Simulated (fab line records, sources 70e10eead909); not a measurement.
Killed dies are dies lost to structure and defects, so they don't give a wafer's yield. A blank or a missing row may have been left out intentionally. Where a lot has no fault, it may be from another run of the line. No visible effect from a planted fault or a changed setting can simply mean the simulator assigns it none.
Chamber matching	flow nand-harc	NHARC_A_STAIRCASE_TRIM_187 on rie-diel-03: 4 sister chambers
The step chemistry O2, time 211.2 s. 16 wafers are shown with their chamber, then 8 later ones without.

## EACH WAFER AND ITS CHAMBER
wafer	chamber	oes-product-au (a.u.)	showerhead-plenum-p-Torr (Torr)	rf-vpp-V (V)
L074.1	0	1.031	3.45	56.7
L074.2	1	0.990	3.28	57.6
L074.6	2	1.012	3.39	56.7
L086.2	3	0.996	3.70	57.0
L086.4	1	1.010	3.81	59.1
L086.5	3	0.988	3.70	59.4
L087.1	1	1.012	3.80	59.0
L087.2	2	0.996	3.36	57.3
L087.5	0	1.031	3.43	57.8
L088.1	3	0.987	3.70	58.2
L088.3	2	0.997	3.36	58.4
L088.4	0	1.033	3.43	57.0
L091.4	1	0.993	3.80	57.8
L091.5	2	0.991	3.35	57.0
L091.6	3	0.981	3.69	56.8
L093.2	2	0.973	3.35	57.5

SIGNATURES, as means of the wafers listed above
reading	chamber 0	chamber 1	chamber 2	chamber 3	scatter within a chamber
oes-product-au	1.03167	1.00125	0.99380	0.98800	0.0104
showerhead-plenum-p-Torr	3.4367	3.6725	3.3620	3.6975	0.131
rf-vpp-V	57.167	58.375	57.380	57.850	0.842
Rule: distance of a wafer from a chamber = root of the sum over the readings of ((wafer's reading minus chamber's mean) / reading's scatter) squared. If the next closest chamber is less than 2 further off than the closest, the wafer can't be placed; otherwise it belongs to the closest. How the scatter is found: for the shown wafers, subtract from each reading the mean of its chamber, square and add these, divide the total by (wafers less chambers), then take the root.

## WAFERS WHOSE CHAMBER IS MISSING
wafer	oes-product-au (a.u.)	showerhead-plenum-p-Torr (Torr)	rf-vpp-V (V)
L093.5	0.992	3.80	57.3
L093.6	1.016	3.42	58.1
L096.1	1.008	3.79	58.5
L096.4	0.989	3.35	57.2
L096.6	0.985	3.35	56.7
L095.1	1.026	3.42	57.9
L095.4	1.001	3.68	58.0
L095.6	0.996	3.68	59.1

## EACH ONE'S CHAMBER
wafer	from the rows above	in truth
L093.5	can't be placed: 3 or 1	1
L093.6	can't be placed: 0 or 2 or 1 or 3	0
L096.1	can't be placed: 1 or 3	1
L096.4	2	2
L096.6	can't be placed: 2 or 3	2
L095.1	0	0
L095.4	can't be placed: 1 or 3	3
L095.6	can't be placed: 1 or 3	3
Correctly placed: 2 of 8. Not placeable from these rows: 6 (in 6, the candidates include the true chamber). 0 placed wrongly.
